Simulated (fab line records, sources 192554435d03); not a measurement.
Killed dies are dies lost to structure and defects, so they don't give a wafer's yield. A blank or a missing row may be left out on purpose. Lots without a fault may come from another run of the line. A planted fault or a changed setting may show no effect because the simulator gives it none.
One fault seen from 2 desks | flow n5_finfet | each desk has only its own numbers; what lay behind them comes last

THE METROLOGY DESK
What the gauges read, lot by lot, whatever tool the lot ran on: means of the sampled wafers that have a number. A lot is out of limits, marked OUT, if its mean lies more than 4 standard deviations from the usual mean; the brackets give that distance. Of its 10 readings 7 are shown: those that lie furthest out on some lot.
Columns: A = DIBL_N at N5_BEOL_M4_RC_MEAS_101, usual 35.8 mV/V; B = IOFF_N at N5_BEOL_M4_RC_MEAS_101, usual 0.151 nA/um; C = ION_N at N5_BEOL_M4_RC_MEAS_101, usual 673 uA/um; D = ION_P at N5_BEOL_M4_RC_MEAS_101, usual 463 uA/um; E = SS_P at N5_BEOL_M4_RC_MEAS_101, usual 73.2 mV/dec; F = VT_N at N5_BEOL_M4_RC_MEAS_101, usual 250 mV; G = VT_P at N5_BEOL_M4_RC_MEAS_101, usual -250 mV
lot  | first seen here | A    | B     | C   | D   | E    | F   | G
L396 | day 7 17:29     | 36.3 | 0.146 | 674 | 464 | 73.3 | 252 | -248
L411 | day 11 14:10    | 37.5 | 0.177 | 680 | 462 | 73.1 | 248 | -250
L412 | day 11 17:53    | 35.9 | 0.138 | 668 | 456 | 73.4 | 253 | -253
L414 | day 12 13:04    | 34.2 | 0.132 | 671 | 467 | 72.3 | 251 | -250
L417 | day 14 05:07    | 35.4 | 0.164 | 682 | 465 | 73.0 | 249 | -250
This desk's finding: nothing out of limits on any of the 5 lots.

THE TOOL OWNER'S DESK: litho_track-04
The tool's own readings at N5_SD_EPI_P_COAT_03 (resist thk 150 nm): means of the sampled wafers that have a number, for each lot that ran on this tool. A lot is out of limits, marked OUT, if its mean lies more than 4 standard deviations from the usual mean; the brackets give that distance.
Columns: A = spin_speed_rpm at N5_SD_EPI_P_COAT_03, usual 1499.9 rpm
lot  | first seen here | A
L396 | day 3 05:31     | 1500.5
L411 | day 6 23:56     | 1465.9 (-39) OUT
L412 | day 7 07:19     | 1466.6 (-39) OUT
L414 | day 7 18:44     | 1466.7 (-39) OUT
This desk's finding: out of limits on L411, L412, L414; first on L411, day 6 23:56 (spin_speed_rpm at N5_SD_EPI_P_COAT_03). In limits: L396.

PUT TOGETHER
The tool owner's desk could have raised an alarm at day 6 23:56, on L411, L412, L414.
The metrology desk saw nothing out of limits.
The metrology desk has L411, L412, L414 on record, within its limits.
Of the lots named, all ran N5_SD_EPI_P_COAT_03 on litho_track-04.

WHAT THE SIMULATOR HAD PUT IN
Process parameter drift: litho_track-04, from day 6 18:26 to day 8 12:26, at N5_SD_EPI_P_COAT_03. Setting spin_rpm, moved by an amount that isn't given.
Lots struck among those shown: L411, L412, L414.
Hours from the fault's start to each desk's first reading out of limits: the tool owner's desk, 6.
